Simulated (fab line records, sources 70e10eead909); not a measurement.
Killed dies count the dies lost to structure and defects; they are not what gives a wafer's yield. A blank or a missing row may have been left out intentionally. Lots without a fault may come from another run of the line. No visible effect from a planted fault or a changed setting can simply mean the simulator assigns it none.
Which of the tools did it? + flow nand-harc + 13 lots with 37 wafers sampled at 6 steps, on a route of 1302 steps

## WHAT EACH GAUGE READ, for each wafer
NHARC_P_START_INSPECT_01.
| lot  | measured     | on                | raw-defect-count |
|------|--------------|-------------------|------------------|
| L569 | day 1 20:02  | defect-inspect-01 | 6 2 1            |
| L570 | day 2 06:02  | defect-inspect-01 | 5 3 2            |
| L572 | day 3 02:02  | defect-inspect-01 | 6 3 1            |
| L573 | day 3 12:02  | defect-inspect-02 | 3 4 5            |
| L574 | day 3 22:02  | defect-inspect-02 | 6 1 6            |
| L575 | day 4 08:02  | defect-inspect-02 | 2 3 5            |
| L576 | day 4 18:02  | defect-inspect-02 | 5 2 8            |
| L577 | day 5 04:02  | defect-inspect-01 | 3 2 3            |
| L580 | day 6 10:02  | defect-inspect-01 | 5 4 2            |
| L582 | day 7 06:03  | defect-inspect-01 | 0 3 7            |
| L583 | day 7 16:02  | defect-inspect-01 | 3 3 1            |
| L588 | day 9 18:02  | defect-inspect-01 | 5 1              |
| L589 | day 10 04:02 | defect-inspect-02 | 8 0              |

NHARC_P_GATE_CD_MEAS_26: target cd 120 nm.
| lot  | measured     | on        | cd-nm (nm)        |
|------|--------------|-----------|-------------------|
| L569 | day 6 13:00  | cd-sem-02 | 120.2 119.7 120.0 |
| L570 | day 5 16:59  | cd-sem-02 | 121.1 120.4 120.8 |
| L572 | day 6 10:59  | cd-sem-02 | 120.2 119.8 120.7 |
| L573 | day 6 13:23  | cd-sem-03 | 119.5 120.3 119.6 |
| L574 | day 7 01:59  | cd-sem-02 | 120.0 119.5 120.2 |
| L575 | day 7 11:10  | cd-sem-03 | 120.0 119.5 120.0 |
| L576 | day 7 23:34  | cd-sem-02 | 120.6 120.8 121.0 |
| L577 | day 8 13:55  | cd-sem-03 | 120.9 120.9 121.2 |
| L580 | day 9 14:49  | cd-sem-03 | 120.2 120.5 120.6 |
| L582 | day 11 05:25 | cd-sem-01 | 119.9 119.3 119.6 |
| L583 | day 11 06:11 | cd-sem-03 | 119.9 120.5 120.6 |
| L588 | day 12 16:46 | cd-sem-02 | 108.2 119.7       |
| L589 | day 13 06:16 | cd-sem-03 | 120.7 107.6       |

NHARC_END_SORT_01.
| lot  | measured     | on        | killed-at-array | killed-at-other | killed-at-periphery | killed-dies | killed-open | killed-short |
|------|--------------|-----------|-----------------|-----------------|---------------------|-------------|-------------|--------------|
| L588 | day 32 05:35 | prober-02 | 69              | 1               | 10                  | 80          | 0           | 4            |
| L589 | day 32 07:59 | prober-01 | 38              | 0               | 7                   | 45          | 3           | 2            |

## WHAT TOOL EACH LOT RAN ON (gives the tool, then ch and the chambers of the sampled wafers, and finally the start)
| lot  | NHARC_P_ZERO_WELL_RTA_42         | NHARC_P_GATE_PEB_24               | NHARC_P_GATE_DESCUM_31             |
|------|----------------------------------|-----------------------------------|------------------------------------|
| L569 | rtp-anneal-01 ch 0, day 3 16:54  | litho-track-04 ch 0, day 6 12:55  | rie-diel-03 ch 0,1,2, day 6 13:13  |
| L570 | rtp-anneal-02 ch 0, day 2 13:10  | litho-track-01 ch 0, day 5 16:54  | rie-diel-07 ch 0,2,3, day 5 17:10  |
| L572 | rtp-anneal-01 ch 0, day 3 08:46  | litho-track-01 ch 0, day 6 10:55  | rie-diel-03 ch 0,1, day 6 11:10    |
| L573 | rtp-anneal-01 ch 0, day 3 19:07  | litho-track-06 ch 0, day 6 13:18  | rie-diel-07 ch 0,1,3, day 6 13:34  |
| L574 | rtp-anneal-01 ch 0, day 4 04:55  | litho-track-06 ch 0, day 7 01:55  | rie-diel-07 ch 0,1,2, day 7 02:11  |
| L575 | rtp-anneal-01 ch 0, day 4 14:56  | litho-track-06 ch 0, day 7 11:05  | rie-diel-03 ch 1,2,3, day 7 11:24  |
| L576 | rtp-anneal-01 ch 0, day 5 01:13  | litho-track-06 ch 0, day 7 23:29  | rie-diel-01 ch 0,2, day 7 23:46    |
| L577 | rtp-anneal-02 ch 0, day 5 11:06  | litho-track-04 ch 0, day 8 13:50  | rie-diel-07 ch 1,3, day 8 14:05    |
| L580 | rtp-anneal-02 ch 0, day 6 18:15  | litho-track-06 ch 0, day 9 14:44  | rie-diel-03 ch 1,2, day 9 15:00    |
| L582 | rtp-anneal-01 ch 0, day 7 13:05  | litho-track-01 ch 0, day 11 05:20 | rie-diel-07 ch 0,1,2, day 11 05:37 |
| L583 | rtp-anneal-01 ch 0, day 7 22:47  | litho-track-06 ch 0, day 11 06:06 | rie-diel-07 ch 0,1,2, day 11 06:22 |
| L588 | rtp-anneal-01 ch 0, day 10 00:38 | litho-track-01 ch 0, day 12 16:41 | rie-diel-07 ch 0,2, day 12 16:57   |
| L589 | rtp-anneal-01 ch 0, day 10 13:17 | litho-track-01 ch 0, day 13 06:11 | rie-diel-01 ch 0,1, day 13 06:26   |
- NHARC_P_ZERO_WELL_RTA_42: time 300 s.
- NHARC_P_GATE_PEB_24: peb time 65 s.
- NHARC_P_GATE_DESCUM_31: chemistry O2, time 3 s.

## WHAT THE TOOLS THEMSELVES READ (means of the sampled wafers that have a number; where no wafer has one, the mark that the record gives instead)
NHARC_P_ZERO_WELL_RTA_42.
| lot  | tool          | lamp-power-pct (%) | wafer_temp_C_max |
|------|---------------|--------------------|------------------|
| L569 | rtp-anneal-01 | 36.7               | 1108.3           |
| L570 | rtp-anneal-02 | 37.8               | 1103.9           |
| L572 | rtp-anneal-01 | 36.7               | 1108.4           |
| L573 | rtp-anneal-01 | 36.7               | 1110.1           |
| L574 | rtp-anneal-01 | 36.7               | 1108.1           |
| L575 | rtp-anneal-01 | 36.8               | 1108.8           |
| L576 | rtp-anneal-01 | 36.8               | 1110.8           |
| L577 | rtp-anneal-02 | 37.8               | 1104.6           |
| L580 | rtp-anneal-02 | 37.8               | 1104.6           |
| L582 | rtp-anneal-01 | 36.7               | 1110.6           |
| L583 | rtp-anneal-01 | 36.8               | 1108.1           |
| L588 | rtp-anneal-01 | 36.7               | 1108.9           |
| L589 | rtp-anneal-01 | 36.8               | 1109.2           |

NHARC_P_GATE_PEB_24.
| lot  | tool           | plate-temp-C (C) |
|------|----------------|------------------|
| L569 | litho-track-04 | 99.96            |
| L570 | litho-track-01 | 99.96            |
| L572 | litho-track-01 | 99.86            |
| L573 | litho-track-06 | 100.12           |
| L574 | litho-track-06 | 99.98            |
| L575 | litho-track-06 | 99.96            |
| L576 | litho-track-06 | 100.04           |
| L577 | litho-track-04 | 99.97            |
| L580 | litho-track-06 | 100.00           |
| L582 | litho-track-01 | 99.97            |
| L583 | litho-track-06 | 100.11           |
| L588 | litho-track-01 | 100.00           |
| L589 | litho-track-01 | 100.06           |

NHARC_P_GATE_DESCUM_31.
| lot  | tool        | drypump-motor-current-A (A) | oes-product-au (a.u.) | rf-vpp-V (V) | showerhead-plenum-p-Torr (Torr) | throttle-valve-pct (%) |
|------|-------------|-----------------------------|-----------------------|--------------|---------------------------------|------------------------|
| L569 | rie-diel-03 | 6.2                         | 1.007                 | 58.2         | 1.89                            | 11.308                 |
| L570 | rie-diel-07 | 5.4                         | 1.001                 | 58.0         | 1.94                            | 11.318                 |
| L572 | rie-diel-03 | 6.3                         | 1.021                 | 57.9         | 1.89                            | 11.315                 |
| L573 | rie-diel-07 | 5.6                         | 1.007                 | 57.3         | 1.93                            | 11.310                 |
| L574 | rie-diel-07 | 5.8                         | 1.011                 | 57.4         | 1.90                            | 11.299                 |
| L575 | rie-diel-03 | 6.0                         | 1.011                 | 58.6         | 1.89                            | 11.314                 |
| L576 | rie-diel-01 | 5.9                         | 1.002                 | 56.7         | 1.81                            | 11.304                 |
| L577 | rie-diel-07 | 6.1                         | 1.007                 | 58.8         | 1.94                            | 11.322                 |
| L580 | rie-diel-03 | 6.4                         | 1.009                 | 57.8         | 1.94                            | 11.313                 |
| L582 | rie-diel-07 | 5.8                         | 1.008                 | 58.1         | 1.90                            | 11.313                 |
| L583 | rie-diel-07 | 5.8                         | 1.018                 | 56.9         | 1.90                            | 11.311                 |
| L588 | rie-diel-07 | 5.5                         | 1.011                 | 57.9         | 1.90                            | 11.303                 |
| L589 | rie-diel-01 | 6.5                         | 1.018                 | 56.2         | 1.80                            | 11.306                 |

## THE ANSWER, worked out from the rows above alone
Rule: the usual values come from the lots themselves. The widest of any qualifying gaps counts: lots, ordered by their means at a reading, are off when they make up no more than a third of the lots, leave a main group of 4 or more, and stand apart from it by 3 or more times the standard deviation of that group's means. The tables above print the reading to a certain number of digits; a main group whose means all agree to those digits is not used. A lot without any number at a reading at which 4 lots or more have one is off too. The other lots that the step has rows for count as sound. After the gauges, taken in route order, come the tools' own readings; for these a lot's mean is taken, as printed above. The first step at which some lot is off is used, and at that step the reading that is off furthest; a lot without a number counts as furthest.
Off: L588, L589, at NHARC_P_GATE_CD_MEAS_26 (cd-nm). For the main group the mean is 120.2 nm and the standard deviation 0.44.
If a tool, at a process step before that reading, ran all the lots that are off and no sound lot after the first of them, it fits. Gauges at NHARC_P_GATE_CD_MEAS_26: tried the same way as those tools. Can't be told from this: 2 tools fit, rtp-anneal-01 at NHARC_P_ZERO_WELL_RTA_42, litho-track-01 at NHARC_P_GATE_PEB_24.

## WHAT HAD BEEN PUT IN BY THE SIMULATOR
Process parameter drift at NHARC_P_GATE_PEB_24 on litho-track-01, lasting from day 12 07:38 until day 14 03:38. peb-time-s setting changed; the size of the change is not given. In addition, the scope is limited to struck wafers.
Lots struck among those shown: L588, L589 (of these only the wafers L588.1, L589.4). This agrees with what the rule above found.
